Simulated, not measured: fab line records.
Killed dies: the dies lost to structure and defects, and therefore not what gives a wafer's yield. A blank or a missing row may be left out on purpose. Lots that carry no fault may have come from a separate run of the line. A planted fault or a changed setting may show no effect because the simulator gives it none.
A lot that was struck, set against a sound lot	flow nand-harc	14 out of 1302 route steps
Sound: wafers L565.3, L565.4, L565.5. Struck: wafer L548.5. (L548.6 of the same lot was not struck and is left out.) The cause comes at the end.
Each step with rows lists, per side, the tool, then ch with its chambers, then its first start. Under that, the readings that differ: sound wafers	struck wafers	difference of the means	sigmas: that difference in standard deviations of wafers without a fault.
alike: same words and numbers on both sides, and readings whose means sit less than 2 such deviations apart. not compared: any withheld reading, any reading some wafer has no value for, any bound like >300 that may hide the same value, and any number with overlapping values for which the record gives no deviation.
The two part at a step that has a row with sigmas, a row that says differs or no value, or rows on one side only. Numbers that have no deviation but don't overlap get no sigmas and don't part them. A reading missing from all wafers of one side parts the sides only when that side holds two or more wafers.

first, 6 steps without rows for these wafers: NHARC_A_CONTACT_COAT_36 (resist thk 90 nm); NHARC_A_CONTACT_SOFTBAKE_37 (time 55 s); NHARC_A_CONTACT_EBR_38; NHARC_A_CONTACT_EXPOSE_39 (exposes mask A CC 3); NHARC_A_CONTACT_PEB_40 (peb time 65 s); NHARC_A_CONTACT_DEVELOP_41 (develop time 35 s).
NHARC_A_CONTACT_CD_MEAS_42: target cd 300 nm.
  sound on cd-sem-03 ch 0, day 29 14:01; struck on cd-sem-02 ch 0, day 22 20:17
reading	sound	struck	difference	sigmas
cd-nm (nm)	299.4 299.2 299.3	300.2	+0.9	+2
NHARC_A_CONTACT_OVL_MEAS_43:
  sound on overlay-01 at day 29 14:07; struck on overlay-02 at day 22 20:22
  alike: overlay-x-nm, overlay-y-nm
NHARC_A_CONTACT_INSPECT_44:
  sound on defect-inspect-01 at day 29 14:08; struck on defect-inspect-02 at day 22 20:24
  alike: raw-defect-count
NHARC_A_CONTACT_DESCUM_47: chemistry O2, time 3 s.
  sound on rie-diel-05 ch 0,1,3, day 29 14:12; struck on rie-diel-10 ch 1, day 22 20:30
  alike: drypump-motor-current-A, oes-product-au, rf-vpp-V, showerhead-plenum-p-Torr, throttle-valve-pct
  not compared: rf-hours-counter-h
NHARC_A_CONTACT_ETCH_48: etches the open film in CF4, target depth 39 nm, time 65 s.
  sound on rie-diel-05 ch 1,2,3, day 29 14:17; struck on rie-diel-10 ch 3, day 22 20:34
reading	sound	struck	difference	sigmas
drypump-motor-current-A (A)	4.8 4.9 6.2	6.4	+1.1	+2
  alike: oes-product-au, rf-vpp-V, showerhead-plenum-p-Torr, throttle-valve-pct
  not compared: rf-hours-counter-h
NHARC_A_CONTACT_ETCH_49: etches the open film in N2/H2, target depth 260 nm, time 475.3 s.
  sound on rie-diel-05 ch 0,3; struck on rie-diel-10 ch 3
reading	sound	struck	difference	sigmas
drypump-motor-current-A (A)	6.1 4.9 4.9	6.4	+1.1	+2
oes-product-au (a.u.)	1.013 1.008 1.004	0.993	-0.015	-2
  alike: rf-vpp-V, showerhead-plenum-p-Torr, throttle-valve-pct
  not compared: rf-hours-counter-h
NHARC_A_CONTACT_ETCH_50: etches the open film in CF4/CHF3, target depth 121 nm, time 60.5 s.
  sound on rie-diel-05 ch 0,1,3, day 29 14:44; struck on rie-diel-10 ch 1, day 22 21:02
reading	sound	struck	difference	sigmas
oes-product-au (a.u.)	0.970 0.986 0.973	0.836	-0.140	-7
  alike: drypump-motor-current-A, rf-vpp-V, showerhead-plenum-p-Torr, throttle-valve-pct
  not compared: rf-hours-counter-h
NHARC_A_CONTACT_ETCH_51: etches the open film in O2/COS, target depth 7000 nm, time 1820 s.
  sound on rie-diel-05 ch 0,1,2; struck on rie-diel-10 ch 1
  alike: drypump-motor-current-A, oes-product-au, rf-vpp-V, showerhead-plenum-p-Torr, throttle-valve-pct
  not compared: rf-hours-counter-h

## WHERE THEY PART
First at NHARC_A_CONTACT_CD_MEAS_42; last, within this record, at NHARC_A_CONTACT_ETCH_50. Later steps at which nothing parts them and some readings are alike: NHARC_A_CONTACT_ETCH_51.

WHY: the cause the simulator had injected
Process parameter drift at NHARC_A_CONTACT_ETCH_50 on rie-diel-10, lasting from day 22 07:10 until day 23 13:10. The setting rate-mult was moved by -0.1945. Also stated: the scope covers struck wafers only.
